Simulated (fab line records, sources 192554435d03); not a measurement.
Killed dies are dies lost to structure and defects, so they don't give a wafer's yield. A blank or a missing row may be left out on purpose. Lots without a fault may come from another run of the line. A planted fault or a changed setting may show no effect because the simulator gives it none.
Chamber matching | flow n5_finfet | N5_BEOL_M0_CUTY_DESCUM_61 on rie_diel-05: 4 sister chambers
The step chemistry O2, time 7.9 s. 22 wafers are shown with their chamber, then 11 later ones without.

WAFERS WITH THEIR CHAMBER
wafer  | chamber | drypump_motor_current_A (A) | showerhead_plenum_p_Torr (Torr) | oes_product_au (a.u.)
L074.1 | 3       | 5.1                         | 2.08                            | 0.74
L074.3 | 1       | 6.6                         | 1.99                            | 0.68
L074.6 | 2       | 5.4                         | 1.98                            | 0.70
L077.1 | 2       | 5.4                         | 1.98                            | 0.69
L077.2 | 0       | 5.3                         | 1.91                            | 0.77
L077.4 | 3       | 5.2                         | 2.07                            | 0.73
L078.1 | 2       | 5.4                         | 1.98                            | 0.70
L078.2 | 0       | 5.3                         | 1.91                            | 0.75
L078.6 | 0       | 5.3                         | 1.91                            | 0.76
L080.2 | 0       | 5.3                         | 1.90                            | 0.76
L080.3 | 3       | 5.1                         | 2.07                            | 0.73
L080.4 | 1       | 6.6                         | 2.25                            | 1.02
L083.3 | 2       | 5.5                         | 1.98                            | 0.68
L083.4 | 1       | 6.6                         | 2.25                            | 0.99
L083.5 | 1       | 6.6                         | 2.25                            | 1.01
L084.1 | 3       | 5.1                         | 2.07                            | 0.72
L084.2 | 2       | 5.4                         | 1.98                            | 0.68
L084.5 | 1       | 6.6                         | 2.25                            | 0.99
L089.2 | 0       | 5.3                         | 1.90                            | 0.75
L089.4 | 1       | 6.6                         | 2.24                            | 0.96
L089.6 | 3       | 5.1                         | 2.06                            | 0.72
L091.4 | 1       | 6.6                         | 2.24                            | 0.95

SIGNATURES (means of the wafers above)
reading                  | chamber 0 | chamber 1 | chamber 2 | chamber 3 | scatter within a chamber
drypump_motor_current_A  | 5.300     | 6.600     | 5.420     | 5.120     | 0.0298
showerhead_plenum_p_Torr | 1.9060    | 2.2100    | 1.9800    | 2.0700    | 0.0562
oes_product_au           | 0.7580    | 0.9429    | 0.6900    | 0.7280    | 0.0688
Rule: a wafer's distance from a chamber is the root of the sum, over the readings, of the square of ((its reading less the chamber's mean) divided by the reading's scatter). The wafer belongs to the nearest chamber; if the next one is less than 2 further off, it can't be placed. The scatter: the root of (the sum of the squares of (reading less its chamber's mean) over the shown wafers, divided by (wafers less chambers)).

WAFERS WITHOUT THEIR CHAMBER
wafer  | drypump_motor_current_A (A) | showerhead_plenum_p_Torr (Torr) | oes_product_au (a.u.)
L091.5 | 5.3                         | 1.90                            | 0.75
L091.6 | 5.2                         | 2.06                            | 0.71
L093.1 | 5.3                         | 1.89                            | 0.74
L093.3 | 6.6                         | 2.24                            | 0.95
L093.4 | 5.3                         | 1.89                            | 0.74
L096.1 | 5.1                         | 2.06                            | 0.70
L096.4 | 6.6                         | 2.24                            | 0.93
L096.5 | 6.6                         | 2.24                            | 0.93
L097.1 | 5.1                         | 2.06                            | 0.69
L097.4 | 6.6                         | 2.24                            | 0.92
L097.6 | 5.1                         | 2.06                            | 0.70

WHICH CHAMBER EACH WENT THROUGH
wafer  | from the rows above     | in truth
L091.5 | 0                       | 0
L091.6 | can't be placed: 3 or 0 | 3
L093.1 | 0                       | 0
L093.3 | 1                       | 1
L093.4 | 0                       | 0
L096.1 | 3                       | 3
L096.4 | 1                       | 1
L096.5 | 1                       | 1
L097.1 | 3                       | 3
L097.4 | 1                       | 1
L097.6 | 3                       | 3
Placed correctly: 10 of 11. Can't be placed from these rows: 1 (the true chamber is among the candidates in 1). Placed wrongly: 0.
